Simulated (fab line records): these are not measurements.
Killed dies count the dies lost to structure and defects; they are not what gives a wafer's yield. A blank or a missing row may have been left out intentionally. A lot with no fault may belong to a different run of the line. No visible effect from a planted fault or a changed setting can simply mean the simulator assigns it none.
Matching of chambers / flow n5Finfet / N5_BEOL_M8_ALD_77 on aldMetal-01 has 4 sister chambers
The step deposits TaN, target thk 2 nm, pulse time 2 s, purge time 3 s. 8 wafers are shown with their chamber, then 7 later ones without.

## WAFERS, EACH WITH ITS CHAMBER
wafer=L079.4; chamber=0; heaterPowerW (W)=460; precursorVesselCarrierSccm (sccm)=1002
wafer=L079.6; chamber=1; heaterPowerW (W)=402; precursorVesselCarrierSccm (sccm)=1003
wafer=L087.1; chamber=3; heaterPowerW (W)=417; precursorVesselCarrierSccm (sccm)=1001
wafer=L089.1; chamber=1; heaterPowerW (W)=392; precursorVesselCarrierSccm (sccm)=1000
wafer=L089.4; chamber=3; heaterPowerW (W)=402; precursorVesselCarrierSccm (sccm)=1003
wafer=L089.6; chamber=2; heaterPowerW (W)=402; precursorVesselCarrierSccm (sccm)=993
wafer=L092.2; chamber=0; heaterPowerW (W)=458; precursorVesselCarrierSccm (sccm)=1006
wafer=L092.4; chamber=2; heaterPowerW (W)=401; precursorVesselCarrierSccm (sccm)=994

## WAFERS WITHOUT THEIR CHAMBER
wafer=L092.5; heaterPowerW (W)=408; precursorVesselCarrierSccm (sccm)=1004
wafer=L093.2; heaterPowerW (W)=399; precursorVesselCarrierSccm (sccm)=999
wafer=L093.4; heaterPowerW (W)=413; precursorVesselCarrierSccm (sccm)=998
wafer=L093.6; heaterPowerW (W)=407; precursorVesselCarrierSccm (sccm)=998
wafer=L097.1; heaterPowerW (W)=368; precursorVesselCarrierSccm (sccm)=999
wafer=L097.3; heaterPowerW (W)=362; precursorVesselCarrierSccm (sccm)=1002
wafer=L097.6; heaterPowerW (W)=383; precursorVesselCarrierSccm (sccm)=1004

## THE CHAMBER EACH PASSED THROUGH
wafer=L092.5; from the rows above=can't be placed: 3 or 1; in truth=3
wafer=L093.2; from the rows above=can't be placed: 1 or 3 or 2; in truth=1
wafer=L093.4; from the rows above=can't be placed: 3 or 2 or 1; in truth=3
wafer=L093.6; from the rows above=can't be placed: 3 or 1 or 2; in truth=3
wafer=L097.1; from the rows above=can't be placed: 1 or 2 or 3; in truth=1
wafer=L097.3; from the rows above=can't be placed: 1 or 3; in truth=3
wafer=L097.6; from the rows above=can't be placed: 1 or 3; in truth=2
Correct placement for 0 of the 7. From these rows, 7 cannot be placed; in 6 the true chamber is one of the candidates. Wrongly placed: 0.
How it was worked out, from the rows above alone: a wafer's distance from a chamber is the root of the sum, over the readings, of the square of ((its reading less the chamber's mean) divided by the reading's scatter). If the next closest chamber is less than 2 further off than the closest, the wafer can't be placed; otherwise it belongs to the closest. The mean given for a chamber averages the wafers shown for that chamber. The scatter is the square root of a quotient: the sum, over the shown wafers, of each reading's squared deviation from its chamber's mean, divided by wafers minus chambers.
